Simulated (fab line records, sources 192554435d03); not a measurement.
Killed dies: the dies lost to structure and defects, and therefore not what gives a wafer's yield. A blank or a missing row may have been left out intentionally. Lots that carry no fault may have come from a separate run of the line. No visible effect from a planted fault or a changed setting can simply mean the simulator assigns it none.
Matching of chambers    flow n5 finfet    pecvd-02 running N5_FIN_SAQP_HM_DEP_03: 3 sister chambers
The step deposits SiNx from SiH4/NH3/N2, target thk 38 nm, time 33.6 s. 3 wafers are shown with their chamber, then 9 later ones without.

== EACH WAFER AND ITS CHAMBER ==
wafer   chamber  throttle valve pct (%)
L086.5  1        40.6
L088.5  0        37.4
L088.6  2        38.8

== WAFERS WITHOUT THEIR CHAMBER ==
wafer   throttle valve pct (%)
L089.4  40.8
L089.5  39.0
L089.6  37.1
L090.1  40.5
L090.3  37.5
L090.5  40.5
L097.1  40.4
L097.5  40.4
L097.6  39.2

== WHICH CHAMBER EACH ONE RAN IN ==
wafer   from the rows above  in truth
L089.4  1                    1
L089.5  2                    2
L089.6  0                    0
L090.1  1                    1
L090.3  0                    0
L090.5  1                    1
L097.1  1                    1
L097.5  1                    1
L097.6  2                    2
Correct placement for 9 of the 9. Not placeable from these rows: 0. Number placed wrongly: 0.
How it was worked out, from the rows above alone: a wafer's distance from a chamber is the root of the sum, over the readings, of the square of ((its reading less the chamber's mean) divided by the reading's scatter). The wafer belongs to the nearest chamber; if the next one is less than 2 further off, it can't be placed. The mean given for a chamber averages the wafers shown for that chamber. The scatter (one wafer shown for each chamber): square how far every hidden wafer sits from the nearest shown wafer, average those squares and take the square root.
